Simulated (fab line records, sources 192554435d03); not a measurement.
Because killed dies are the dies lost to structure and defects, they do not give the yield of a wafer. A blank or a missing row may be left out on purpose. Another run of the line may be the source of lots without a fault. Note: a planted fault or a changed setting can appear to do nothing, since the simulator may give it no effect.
fab line records	flow n5-finfet
[record] lots = 11	wafers = 28	last-day = 17
route steps=1938 shown BEOL_M1@828 PASSIVATION@1908
lots that met no fault: from a run of the same line without faults
start-h: hours from the record's opening day to when the first of the lot's shown wafers began	wait-h: hours from the lot's prior step to this one	" identical to the entry in the row above	L1.1+2: a row that stands for several wafers	- no value, or no start given	* or withheld: withheld	< > ~ a bound
route shown NAME@n: NAME is a module with steps in the file, n the number in the route of the first one	usual: average and standard deviation across the fault-free wafers	same: alike in all rows	chamber/n: place in a boat	sites: readings site by site	_std_site: standard deviation of those values	_edge_site: outer sites' mean less inner sites'	radius-mm: for every site, how far away it sits from the centre of the wafer	mask NAME#n: copy n	behind: tool/chamber where the wafer was last shaped	hold: what put the lot on hold/how long, in hours/how the hold closed	device: which transistor (n, p or np) failed to switch	end of line: the same wafers' tests at the end of the route	a step without rows: its recipe alone	killed: count of dies lost to structure and defects at first sort (not the wafer's yield)	map: dies across one wafer; x = killed, . = not, _ = none there
set.NAME: the setting that was run; set.NAME@STEP: the one run at that earlier step	model.NAME: the simulator's own value behind a step, which no gauge read
one table for each step of the route and one row for each wafer, over a sample of lots
services: the hour from which a tool's chamber was out of use, counted from the record's first day as start-h (under 0 if before that day), plus the number of hours and why
[[steps]]
[step N5_BEOL_M1_SPUTTER_94]
[recipe] material = Cu	target-thk-a = 45	temp-c = -20	chamber-pressure-pa = 0.07	power-w = withheld	time-s = 8.29
[usual] susceptor-temp-C = -19.99/0.1	throttle-valve-pct = 30.1/0.94
lot.wafer	tool	chamber	start-h	wait-h	susceptor-temp-C	throttle-valve-pct
L278.4	pvd-sputter-02	-	135.10	0.1	-19.93	30.0
L278.6	"	-	"	"	-19.97	30.3
L277.1	pvd-sputter-02	-	138.40	0.1	-19.96	29.2
L277.4	"	-	"	"	-19.91	30.1
L279.2	pvd-sputter-03	-	144.02	0.1	-20.12	31.4
L279.5	"	-	"	"	-20.10	31.7
L280.4	pvd-sputter-01	-	149.48	0.1	-19.80	30.3
L280.5	"	-	"	"	-19.91	28.3
L280.6	"	-	"	"	-20.06	29.9
L282.2	pvd-sputter-03	-	160.53	0.1	-19.98	30.3
L282.3	"	-	"	"	-19.97	29.2
L282.6	"	-	"	"	-20.13	30.2
L281.1	pvd-sputter-03	-	164.33	0.1	-20.02	30.0
L281.2	"	-	"	"	-19.99	31.7
L281.6	"	-	"	"	-19.99	30.0
L285.1	pvd-sputter-02	-	180.98	0.1	-19.97	29.7
L285.3	"	-	"	"	-19.97	30.0
L285.4	"	-	"	"	-19.94	31.1
L294.1	pvd-sputter-02	-	233.71	0.1	-19.82	31.2
L294.2	"	-	"	"	-19.79	30.0
L294.6	"	-	"	"	-20.01	29.5
L293.2	pvd-sputter-02	-	236.91	0.1	-19.97	30.1
L293.4	"	-	"	"	-19.87	29.5
L293.5	"	-	"	"	-19.94	29.5
L298.5	pvd-sputter-01	-	255.86	0.0	-20.03	29.8
L298.6	"	-	"	"	-20.13	28.1
L300.2	pvd-sputter-01	-	274.95	0.1	-19.95	28.3
L300.5	"	-	"	"	-20.02	29.9
[step N5_PASSIVATION_DESCUM_32]
[recipe] chemistry = O2	time-s = 7.9	source-power-w = 50	bias-power-w = 20	pressure-mtorr = 20	rf-frequency-hz = 2.712e+07	temp-c = 40	o2-flow-sccm = 225
[usual] drypump-motor-current-A = 5.6/0.42	oes-product-au = 0.82/0.085	rf-vpp-V = 243.1/1.1	showerhead-plenum-p-Torr = 2.10/0.053	throttle-valve-pct = 20.57/0.23
lot.wafer	tool	chamber	start-h	wait-h	drypump-motor-current-A	oes-product-au	rf-hours-counter-h	rf-vpp-V	showerhead-plenum-p-Torr	throttle-valve-pct
L278.4	rie-diel-03	3	248.76	0.0	5.5	0.86	53	244.6	2.13	20.46
L278.6	"	1	"	"	6.3	0.80	-	243.2	2.13	20.65
L277.1	rie-diel-03	0	256.42	0.1	5.8	0.92	21	241.6	2.05	20.22
L277.4	"	2	"	"	5.3	0.99	5	245.0	2.14	20.33
L280.4	rie-diel-05	1	273.58	0.0	5.3	0.87	50	242.8	2.14	20.72
L280.5	"	1	"	"	5.2	0.86	-	244.2	2.14	20.71
L280.6	"	0	"	"	5.9	0.70	-	240.1	1.99	20.58
L279.2	rie-diel-03	1	273.76	0.0	6.4	0.79	116	242.5	2.12	20.66
L279.5	"	3	"	"	5.4	0.85	-	242.8	2.12	20.46
L282.2	rie-diel-05	1	281.58	0.0	5.3	0.86	52	242.1	2.14	20.74
L282.3	"	2	"	"	5.3	0.71	149	244.0	2.13	20.78
L282.6	"	0	"	"	6.0	0.69	-	241.8	1.99	20.60
L281.1	rie-diel-04	3	287.33	0.2	6.3	0.93	12	243.8	2.16	20.30
L281.2	"	2	"	"	5.5	0.86	64	242.5	2.06	20.85
L281.6	"	0	"	"	4.8	0.80	-	243.2	2.13	20.57
L285.1	rie-diel-03	0	300.98	0.0	5.8	0.88	37	242.3	2.04	20.26
L285.3	"	2	"	"	5.3	0.94	20	243.1	2.14	20.34
L285.4	"	3	"	"	5.5	0.84	71	243.4	2.12	20.47
L294.1	rie-diel-04	1	360.29	0.0	5.3	0.79	113	241.5	1.99	20.52
L294.2	"	2	"	"	5.5	0.81	91	241.9	2.05	20.89
L294.6	"	1	"	"	5.3	0.78	-	240.3	1.99	20.50
L293.2	rie-diel-04	1	373.33	0.0	5.3	0.77	117	241.5	1.99	20.52
L293.4	"	3	"	"	6.3	0.88	43	244.5	2.15	20.36
L293.5	"	1	"	"	5.3	0.77	-	241.3	1.99	20.51
L298.5	rie-diel-04	3	392.71	0.1	6.3	0.85	-	242.8	2.14	20.37
L298.6	"	0	"	"	4.8	0.76	-	242.8	2.11	20.60
L300.2	rie-diel-05	1	410.96	0.0	5.2	0.79	99	243.2	2.12	20.79
L300.5	"	0	"	"	6.0	0.94	-	244.3	2.24	20.19
[step N5_PASSIVATION_STRIP_34]
[recipe] chemistry = O2	power-w = 600	temp-c = 60	pressure-mtorr = 30	rf-frequency-hz = 6e+07	bias-power-w = 0	overash-fraction = 2	o2-flow-sccm = 225
[usual] drypump-motor-current-A = 5.6/0.44	oes-product-au = 0.81/0.077	rf-vpp-V = 3.7/1.5	showerhead-plenum-p-Torr = 2.09/0.052	throttle-valve-pct = 16.77/0.21
lot.wafer	tool	chamber	start-h	wait-h	drypump-motor-current-A	oes-product-au	rf-hours-counter-h	rf-vpp-V	showerhead-plenum-p-Torr	throttle-valve-pct
L278.4	rie-diel-03	2	249.37	0.1	5.4	1.02	3	3.1	2.15	16.49
L278.6	"	0	"	"	5.8	0.90	-	4.7	2.06	16.41
L277.1	rie-diel-03	3	257.03	0.1	5.5	0.85	56	3.2	2.13	16.63
L277.4	"	2	"	"	5.4	0.98	6	2.9	2.15	16.49
L280.4	rie-diel-04	1	274.18	0.1	5.3	0.80	83	5.8	2.01	16.71
L280.5	"	1	"	"	5.3	0.81	-	6.6	2.01	16.75
L280.6	"	0	"	"	4.8	0.80	-	4.6	2.13	16.71
L279.2	rie-diel-04	3	274.36	0.1	6.2	0.95	8	6.2	2.16	16.47
L279.5	"	2	"	"	5.5	0.87	-	3.2	2.07	16.99
L282.2	rie-diel-04	1	282.18	0.1	5.3	0.78	84	3.3	2.01	16.74
L282.3	"	3	"	"	6.2	0.92	10	1.5	2.16	16.49
L282.6	"	1	"	"	5.3	0.81	-	4.5	2.01	16.73
L281.1	rie-diel-04	2	287.93	0.1	5.5	0.86	65	2.6	2.07	16.98
L281.2	"	0	"	"	4.8	0.78	114	4.7	2.13	16.71
L281.6	"	3	"	"	6.3	0.93	-	3.8	2.16	16.42
L285.1	rie-diel-03	2	301.59	0.1	5.4	0.94	20	5.0	2.14	16.56
L285.3	"	0	"	"	5.8	0.84	37	1.9	2.05	16.53
L285.4	"	1	"	"	6.3	0.78	125	3.5	2.13	16.91
L294.1	rie-diel-03	2	360.89	0.1	5.4	0.88	43	5.8	2.13	16.64
L294.2	"	3	"	"	5.5	0.83	86	5.2	2.12	16.65
L294.6	"	2	"	"	5.3	0.90	-	4.8	2.13	16.60
L293.2	rie-diel-04	2	373.93	0.1	5.5	0.80	94	5.7	2.06	17.02
L293.4	"	0	"	"	4.8	0.77	145	3.4	2.12	16.85
L293.5	"	0	"	"	4.8	0.76	-	3.1	2.12	16.76
L298.5	rie-diel-04	2	393.30	0.0	5.5	0.82	-	4.0	2.05	17.03
L298.6	"	1	"	"	5.3	0.76	-	4.1	1.99	16.85
L300.2	rie-diel-03	2	411.57	0.1	5.4	0.89	62	2.4	2.13	16.66
L300.5	"	3	"	"	5.4	0.82	-	2.1	2.11	16.74
[step N5_PASSIVATION_DESCUM_46]
[recipe] chemistry = O2	time-s = 7.9	source-power-w = 50	bias-power-w = 20	pressure-mtorr = 20	rf-frequency-hz = 2.712e+07	temp-c = 40	o2-flow-sccm = 225
[usual] drypump-motor-current-A = 5.6/0.45	oes-product-au = 0.82/0.083	rf-vpp-V = 243.2/1.1	showerhead-plenum-p-Torr = 2.10/0.055	throttle-valve-pct = 20.56/0.23
lot.wafer	tool	chamber	start-h	wait-h	drypump-motor-current-A	oes-product-au	rf-hours-counter-h	rf-vpp-V	showerhead-plenum-p-Torr	throttle-valve-pct
L278.4	rie-diel-03	2	251.06	0.2	5.4	1.00	3	244.6	2.14	20.32
L278.6	"	1	"	"	6.3	0.79	-	243.0	2.13	20.65
L277.1	rie-diel-04	1	258.16	0.0	5.3	0.81	77	241.6	2.01	20.44
L277.4	"	2	"	"	5.5	0.87	54	243.3	2.07	20.83
L280.4	rie-diel-03	0	275.43	0.0	5.8	0.89	28	242.3	2.05	20.22
L280.5	"	1	"	"	6.3	0.79	-	243.2	2.12	20.64
L280.6	"	0	"	"	5.8	0.90	-	242.3	2.05	20.23
L279.2	rie-diel-04	3	275.63	0.0	6.3	0.94	9	244.3	2.16	20.28
L279.5	"	3	"	"	6.3	0.95	-	243.4	2.16	20.30
L282.2	rie-diel-05	1	283.42	0.0	5.3	0.86	52	242.4	2.14	20.73
L282.3	"	3	"	"	5.8	0.69	211	241.7	2.09	20.94
L282.6	"	3	"	"	5.8	0.69	-	242.4	2.09	20.95
L281.1	rie-diel-03	0	289.07	0.0	5.8	0.89	32	243.6	2.05	20.23
L281.2	"	1	"	"	6.3	0.78	120	243.7	2.12	20.66
L281.6	"	2	"	"	5.4	0.94	-	245.7	2.14	20.34
L285.1	rie-diel-03	0	303.07	0.3	5.8	0.88	38	242.9	2.04	20.25
L285.3	"	3	"	"	5.5	0.83	72	243.9	2.12	20.49
L285.4	"	2	"	"	5.3	0.94	21	243.0	2.14	20.36
L294.1	rie-diel-05	2	362.13	0.0	5.3	0.70	174	243.5	2.12	20.81
L294.2	"	1	"	"	5.3	0.82	78	243.7	2.13	20.77
L294.6	"	3	"	"	5.8	0.66	-	241.7	2.08	20.99
L293.2	rie-diel-03	0	375.06	0.0	5.8	0.85	66	240.5	2.03	20.29
L293.4	"	2	"	"	5.4	0.89	49	244.0	2.13	20.39
L293.5	"	1	"	"	6.3	0.76	-	244.7	2.11	20.69
L298.5	rie-diel-05	1	394.43	0.0	5.3	0.81	-	244.5	2.12	20.80
L298.6	"	2	"	"	5.3	0.69	-	243.2	2.12	20.83
L300.2	rie-diel-05	3	412.83	0.0	5.8	0.96	4	242.2	2.08	20.68
L300.5	"	1	"	"	5.3	0.80	-	242.7	2.12	20.79
[step N5_PASSIVATION_PROBE_49]
[usual] defect-limited-yield = 91.3/1.5	killed_at_M0_to_M3 = 33/12	killed_at_M4_up = 15/5.2	killed-at-contacts = 12/5.1	killed-at-front-end = 39/11	killed-at-other = 5/3.6	killed-dies = 103/18	killed-on-rim = 14/4.3	killed-open = 67/13	killed-short = 33/7.8	sort_bin_5_function = 5.1/0.96	sort_bin_6_memory = 3.2/0.71	sort_bin_8_speed = 0.01/0.063	sort-n-pass = 1077/18
[same] gross-dies = 1180	killed-at-back-side = 0	sort_bin_4_leakage[%] = 0
lot.wafer	tool	chamber	start-h	wait-h	defect-limited-yield[%]	killed_at_M0_to_M3	killed_at_M4_up	killed-at-contacts	killed-at-front-end	killed-at-other	killed-dies	killed-on-rim	killed-open	killed-short	sort_bin_5_function[%]	sort_bin_6_memory[%]	sort_bin_8_speed[%]	sort-n-pass
L278.4	prober-02	-	254.26	0.2	90.4	32	19	6	49	7	113	15	73	38	6.3	2.9	0	1067
L278.6	prober-02	-	254.36	0.3	88.9	51	18	14	45	3	131	18	93	38	6.1	4.9	0	1049
L277.1	prober-02	-	261.21	0.0	91.9	32	16	17	31	0	96	7	64	32	4.6	3.3	0	1084
L277.4	prober-02	-	261.36	0.2	88.2	47	10	14	63	5	139	14	84	47	6.9	3.8	0	1041
L280.4	prober-02	-	278.62	0.2	90.9	43	14	13	31	6	107	16	81	24	4.7	4.2	0	1073
L280.5	prober-02	-	278.67	0.2	90.3	43	13	14	39	5	114	17	72	32	4.5	4.2	0	1066
L280.6	prober-02	-	278.72	0.3	89.8	47	24	7	35	7	120	13	81	38	6.5	3.5	0	1060
L279.2	prober-01	-	278.74	0.1	92.8	12	17	20	35	1	85	10	54	23	4.1	2.3	0	1095
L279.5	prober-01	-	278.89	0.2	92.3	28	15	18	26	4	91	17	69	20	3.4	4.1	0	1089
L282.2	prober-01	-	286.51	0.1	89.1	46	16	10	45	12	129	13	73	56	6.2	4.2	0	1051
L282.3	prober-01	-	286.56	0.1	89.3	50	12	17	43	4	126	18	98	28	5.7	4.6	0	1054
L282.6	prober-01	-	286.71	0.3	91.7	37	14	7	34	6	98	6	63	35	4.9	3.2	0	1082
L281.1	prober-01	-	292.12	0.0	92.3	16	12	13	46	4	91	13	68	20	4.3	3.0	0	1089
L281.2	prober-01	-	292.17	0.1	95.3	16	7	5	25	2	55	7	41	13	3.1	1.4	0	1125
L281.6	prober-01	-	292.37	0.3	92.9	10	21	12	37	4	84	8	57	23	4.9	2.0	0	1096
L285.1	prober-02	-	306.11	0.0	90.3	58	9	2	42	3	114	19	71	43	6.1	3.3	0	1066
L285.3	prober-02	-	306.21	0.1	91.8	30	22	4	33	8	97	18	54	36	4.2	3.3	0	1083
L285.4	prober-02	-	306.26	0.2	90.1	37	26	10	41	3	117	15	80	37	4.4	5.5	0	1063
L294.1	prober-01	-	365.18	0.0	81.7	163	10	10	23	10	216	22	47	29	11.4	3.1	0	964
L294.2	prober-01	-	365.23	0.1	80.0	157	11	10	45	13	236	31	63	40	11.3	4.1	0	944
L294.6	prober-01	-	365.43	0.3	85.3	99	12	11	43	9	174	30	58	44	9.2	2.8	0	1006
L293.2	prober-02	-	378.16	0.1	84.5	137	11	10	22	3	183	32	32	18	7.7	2.2	0	997
L293.4	prober-02	-	378.26	0.2	88.6	93	14	5	19	3	134	27	41	17	6.1	2.5	0.17	1046
L293.5	prober-02	-	378.31	0.2	80.9	169	14	6	31	5	225	13	49	20	11.2	3.4	0	955
L298.5	prober-02	-	397.65	0.2	90.7	37	16	5	49	3	110	12	71	35	5.8	3.1	0	1070
L298.6	prober-02	-	397.70	0.3	90.9	25	17	10	51	4	107	13	60	38	4.8	3.2	0	1073
L300.2	prober-02	-	415.98	0.1	92.0	26	13	17	31	7	94	10	63	30	4.3	3.4	0	1086
L300.5	prober-02	-	416.13	0.2	88.8	53	14	18	46	1	132	14	97	34	6.9	3.8	0	1048
// killed by level:class
L278.4 FIN_SAQP:geometric-particle:open=19 FIN_SAQP:geometric-particle:short=18 BEOL_M5:geometric-particle:open=9 BEOL_M2:geometric-particle:open=7 BEOL_M3:geometric-particle:open=6 MOL_CONTACT_COAG:geometric-particle:open=5 BEOL_M1:geometric-particle:open=5 STI_FIN_REVEAL:geometric-particle:open=4
L278.6 FIN_SAQP:geometric-particle:open=14 BEOL_M0_SAQP:geometric-particle:open=14 BEOL_M2:geometric-particle:open=13 MOL_CONTACT_COAG:geometric-particle:open=10 BEOL_M3:geometric-particle:open=10 BEOL_M0_SAQP:geometric-particle:short=9 FIN_SAQP:geometric-particle:short=8 BEOL_M5:geometric-particle:open=8
L277.1 MOL_CONTACT_COAG:geometric-particle:open=14 BEOL_M2:geometric-particle:open=9 BEOL_M3:geometric-particle:open=8 FIN_SAQP:geometric-particle:open=6 DUMMY_GATE:geometric-particle:open=6 FIN_SAQP:geometric-particle:short=5 BEOL_M0_SAQP:geometric-particle:short=4 BEOL_M5:geometric-particle:open=4
L277.4 STI_FIN_REVEAL:geometric-particle:open=14 MOL_CONTACT_COAG:geometric-particle:open=11 BEOL_M2:geometric-particle:open=10 BEOL_M0_SAQP:geometric-particle:short=9 HKMG_FIN:area-etch=8 DUMMY_GATE:geometric-particle:open=7 BEOL_M3:geometric-particle:open=7 BEOL_M3:geometric-particle:short=7
L280.4 BEOL_M0_SAQP:geometric-particle:open=13 FIN_SAQP:geometric-particle:open=10 MOL_CONTACT_COAG:geometric-particle:open=9 BEOL_M4:geometric-particle:open=9 BEOL_M2:geometric-particle:open=7 BEOL_M3:geometric-particle:open=7 DUMMY_GATE:geometric-particle:open=6 BEOL_M0_SAQP:geometric-particle:short=6
L280.5 BEOL_M0_SAQP:geometric-particle:short=13 BEOL_M0_SAQP:geometric-particle:open=13 MOL_CONTACT_COAG:geometric-particle:open=10 HKMG_FIN:area-etch=8 DUMMY_GATE:geometric-particle:open=7 BEOL_M3:geometric-particle:open=7 STI_FIN_REVEAL:geometric-particle:open=6 BEOL_M0:geometric-particle:open=5
L280.6 BEOL_M0_SAQP:geometric-particle:open=14 BEOL_M4:geometric-particle:open=12 BEOL_M3:geometric-particle:open=9 BEOL_M4:geometric-particle:short=7 DUMMY_GATE:geometric-particle:open=6 MOL_CONTACT_COAG:geometric-particle:open=6 FIN_SAQP:geometric-particle:open=5 FIN_SAQP:geometric-particle:short=5
L279.2 MOL_CONTACT_COAG:geometric-particle:open=14 BEOL_M4:geometric-particle:open=8 HKMG_FIN:area-etch=8 STI_FIN_REVEAL:geometric-particle:open=6 MOL_CONTACT_COAG:geometric-particle:short=6 FIN_SAQP:geometric-particle:open=5 GATE_CUT:geometric-particle:open=5 BEOL_M0_SAQP:geometric-particle:short=4
L279.5 MOL_CONTACT_COAG:geometric-particle:open=16 STI_FIN_REVEAL:geometric-particle:open=9 BEOL_M2:geometric-particle:open=9 BEOL_M3:geometric-particle:short=5 FIN_SAQP:geometric-particle:open=4 STI_FIN_REVEAL:geometric-particle:short=4 BEOL_M3:geometric-particle:open=4 BEOL_M4:geometric-particle:open=4
L282.2 BEOL_M0_SAQP:geometric-particle:short=14 GATE_CUT:geometric-particle:short=11 BEOL_M0_SAQP:geometric-particle:open=10 GATE_CUT:geometric-particle:open=9 MOL_CONTACT_COAG:geometric-particle:open=7 STI_FIN_REVEAL:geometric-particle:open=6 BEOL_M2:geometric-particle:open=6 BEOL_M3:geometric-particle:open=6
L282.3 MOL_CONTACT_COAG:geometric-particle:open=16 STI_FIN_REVEAL:geometric-particle:open=15 BEOL_M2:geometric-particle:open=15 BEOL_M1:geometric-particle:open=10 FIN_SAQP:geometric-particle:open=8 BEOL_M3:geometric-particle:open=6 BEOL_M0_SAQP:geometric-particle:open=5 STI_FIN_REVEAL:geometric-particle:short=4
L282.6 BEOL_M0_SAQP:geometric-particle:short=9 STI_FIN_REVEAL:geometric-particle:open=8 MOL_CONTACT_COAG:geometric-particle:open=7 FIN_SAQP:geometric-particle:open=6 BEOL_M1:geometric-particle:open=6 BEOL_M2:geometric-particle:open=6 BEOL_M3:geometric-particle:short=6 FIN_SAQP:geometric-particle:short=5
L281.1 MOL_CONTACT_COAG:geometric-particle:open=12 FIN_SAQP:geometric-particle:open=8 STI_FIN_REVEAL:geometric-particle:open=7 FIN_SAQP:geometric-particle:short=6 BEOL_M3:geometric-particle:open=6 GATE_CUT:geometric-particle:open=5 BEOL_M4:geometric-particle:open=5 STARTING-WAFER:geometric-particle:open=5
L281.2 BEOL_M3:geometric-particle:open=7 STI_FIN_REVEAL:geometric-particle:open=6 GATE_CUT:geometric-particle:open=6 FIN_SAQP:geometric-particle:open=3 MOL_CONTACT_COAG:geometric-particle:short=3 BEOL_M4:geometric-particle:open=3 GATE_CUT:geometric-particle:short=2 MOL_CONTACT_COAG:geometric-particle:open=2
L281.6 FIN_SAQP:geometric-particle:open=12 MOL_CONTACT_COAG:geometric-particle:open=10 BEOL_M4:geometric-particle:open=6 STI_FIN_REVEAL:geometric-particle:open=4 SPACER0:geometric-particle:short=4 BEOL_M7:geometric-particle:open=4 FIN_SAQP:geometric-particle:short=3 BEOL_M2:geometric-particle:open=3
L285.1 BEOL_M1:geometric-particle:open=14 BEOL_M0_SAQP:geometric-particle:short=12 BEOL_M0_SAQP:geometric-particle:open=12 FIN_SAQP:geometric-particle:open=8 BEOL_M3:geometric-particle:open=8 DUMMY_GATE:geometric-particle:open=6 STI_FIN_REVEAL:geometric-particle:open=5 DUMMY_GATE:geometric-particle:short=5
L285.3 BEOL_M4:geometric-particle:open=8 BEOL_M0_SAQP:geometric-particle:short=7 BEOL_M2:geometric-particle:open=7 BEOL_M4:geometric-particle:short=7 HKMG_FIN:area-etch=7 DUMMY_GATE:geometric-particle:short=6 FIN_SAQP:geometric-particle:open=5 BEOL_M5:geometric-particle:open=5
L285.4 BEOL_M1:geometric-particle:open=11 DUMMY_GATE:geometric-particle:open=9 BEOL_M0_SAQP:geometric-particle:open=8 MOL_CONTACT_COAG:geometric-particle:open=7 STI_FIN_REVEAL:geometric-particle:open=6 GATE_CUT:geometric-particle:short=6 BEOL_M4:geometric-particle:open=6 BEOL_M5:geometric-particle:open=5
L294.1 BEOL_M1:unspecified=139 MOL_CONTACT_COAG:geometric-particle:open=9 BEOL_M0_SAQP:geometric-particle:short=7 BEOL_M2:geometric-particle:open=7 FIN_SAQP:geometric-particle:open=6 FIN_SAQP:geometric-particle:short=4 BEOL_M0_SAQP:geometric-particle:open=4 STI_FIN_REVEAL:geometric-particle:open=3
L294.2 BEOL_M1:unspecified=128 BEOL_M2:geometric-particle:open=10 FIN_SAQP:geometric-particle:short=8 FIN_SAQP:geometric-particle:open=7 MOL_CONTACT_COAG:geometric-particle:open=7 DUMMY_GATE:geometric-particle:open=6 STARTING-WAFER:geometric-particle:short=6 BEOL_M3:geometric-particle:open=6
L294.6 BEOL_M1:unspecified=72 FIN_SAQP:geometric-particle:short=21 BEOL_M3:geometric-particle:open=9 MOL_CONTACT_COAG:geometric-particle:open=8 BEOL_M2:geometric-particle:open=7 FIN_SAQP:geometric-particle:open=6 DUMMY_GATE:geometric-particle:open=5 BEOL_M2:geometric-particle:short=4
L293.2 BEOL_M1:unspecified=119 HKMG_FIN:area-etch=13 MOL_CONTACT_COAG:geometric-particle:open=8 BEOL_M0_SAQP:geometric-particle:short=5 BEOL_M3:geometric-particle:open=4 BEOL_M4:geometric-particle:open=4 BEOL_M1:geometric-particle:open=3 BEOL_M1:geometric-particle:short=2
L293.4 BEOL_M1:unspecified=72 STI_FIN_REVEAL:geometric-particle:open=5 BEOL_M1:geometric-particle:open=5 GATE_CUT:geometric-particle:open=4 MOL_CONTACT_COAG:geometric-particle:open=4 BEOL_M0_SAQP:geometric-particle:open=4 BEOL_M0_SAQP:geometric-particle:short=4 BEOL_M1:geometric-particle:short=3
L293.5 BEOL_M1:unspecified=153 GATE_CUT:geometric-particle:open=7 FIN_SAQP:geometric-particle:open=6 GATE_CUT:geometric-particle:short=6 BEOL_M3:geometric-particle:open=5 STI_FIN_REVEAL:geometric-particle:open=4 MOL_CONTACT_COAG:geometric-particle:open=4 BEOL_M4:geometric-particle:open=4
L298.5 GATE_CUT:geometric-particle:short=11 STI_FIN_REVEAL:geometric-particle:open=10 FIN_SAQP:geometric-particle:short=8 BEOL_M0_SAQP:geometric-particle:open=8 BEOL_M3:geometric-particle:open=8 BEOL_M0_SAQP:geometric-particle:short=7 BEOL_M2:geometric-particle:open=7 DUMMY_GATE:geometric-particle:open=6
L298.6 FIN_SAQP:geometric-particle:short=10 FIN_SAQP:geometric-particle:open=9 BEOL_M2:geometric-particle:open=9 MOL_CONTACT_COAG:geometric-particle:open=8 STI_FIN_REVEAL:geometric-particle:open=6 GATE_CUT:geometric-particle:short=6 BEOL_M3:geometric-particle:open=6 HKMG_FIN:area-etch=6
L300.2 MOL_CONTACT_COAG:geometric-particle:open=15 FIN_SAQP:geometric-particle:short=9 FIN_SAQP:geometric-particle:open=8 STARTING-WAFER:geometric-particle:short=5 BEOL_M0_SAQP:geometric-particle:open=5 BEOL_M3:geometric-particle:open=5 BEOL_M0_SAQP:geometric-particle:short=4 BEOL_M1:geometric-particle:open=4
L300.5 BEOL_M0_SAQP:geometric-particle:open=21 FIN_SAQP:geometric-particle:open=18 MOL_CONTACT_COAG:geometric-particle:open=16 BEOL_M3:geometric-particle:open=12 BEOL_M0_SAQP:geometric-particle:short=8 FIN_SAQP:geometric-particle:short=6 STI_FIN_REVEAL:geometric-particle:open=6 DUMMY_GATE:geometric-particle:open=4
[[services]]
tool	chamber	start-h	hours	kind
rie-diel-04	3	149.33	7.2	repair
pvd-sputter-02	-	166.21	1.9	repair
rie-diel-04	2	169.75	12.7	repair
rie-diel-03	0	180.04	-	clean
rie-diel-03	0	180.04	-	consumable-replace:focus-ring
rie-diel-03	0	180.04	25.4	scheduled-down
rie-diel-03	0	180.04	25.4	vent-cycle
pvd-sputter-03	-	186.93	2.6	repair
rie-diel-04	2	205.62	6.8	repair
rie-diel-03	2	222.26	-	clean
rie-diel-03	2	222.26	-	consumable-replace:focus-ring
rie-diel-03	2	222.26	19.4	scheduled-down
rie-diel-05	3	257.16	2.8	repair
rie-diel-04	2	277.62	3.7	repair
pvd-sputter-01	-	301.73	2.1	repair
pvd-sputter-01	-	310.66	1.0	repair
rie-diel-05	-	312.87	0.5	repair
rie-diel-05	-	314.04	0.3	repair
pvd-sputter-01	-	328.15	1.8	repair
rie-diel-03	3	328.53	19.9	repair
rie-diel-05	1	338.88	7.3	repair
rie-diel-05	2	346.91	6.7	repair
rie-diel-04	3	384.80	2.1	repair
rie-diel-03	0	384.97	14.7	repair
[[key]]
[first-sign] step = N5_PASSIVATION_PROBE_49	reading = killed_at_M0_to_M3	direction = up	sigmas = 8.7	usual = 33	struck = 136
[effect] step = N5_PASSIVATION_PROBE_49	reading = defect-limited-yield	direction = down	sigmas = 5.2	usual = 91.3	struck = 83.5
[more-kills-born-at] N5_BEOL_M1_SPUTTER_94@pvd-sputter-02 = 683
met-at N5_BEOL_M1_SPUTTER_94
struck-lots L293,L294
[baseline-loss] step = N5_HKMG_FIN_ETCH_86	wafers = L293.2
not-acting-at N5_PASSIVATION_DESCUM_32,N5_PASSIVATION_STRIP_34,N5_PASSIVATION_DESCUM_46
onset-between 180.98 233.71
[fault] kind = chamber-particle-source	tool = pvd-sputter-02	chamber = -	onset-h = 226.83	steps = N5_BEOL_M1_SPUTTER_94	rate-per-visit-cm2 = 1.9836	end-h = 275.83
// baseline-loss: these wafers lose ten dies or more at that step, a loss of the line's own and not of a fault; the sort's usual values leave them out
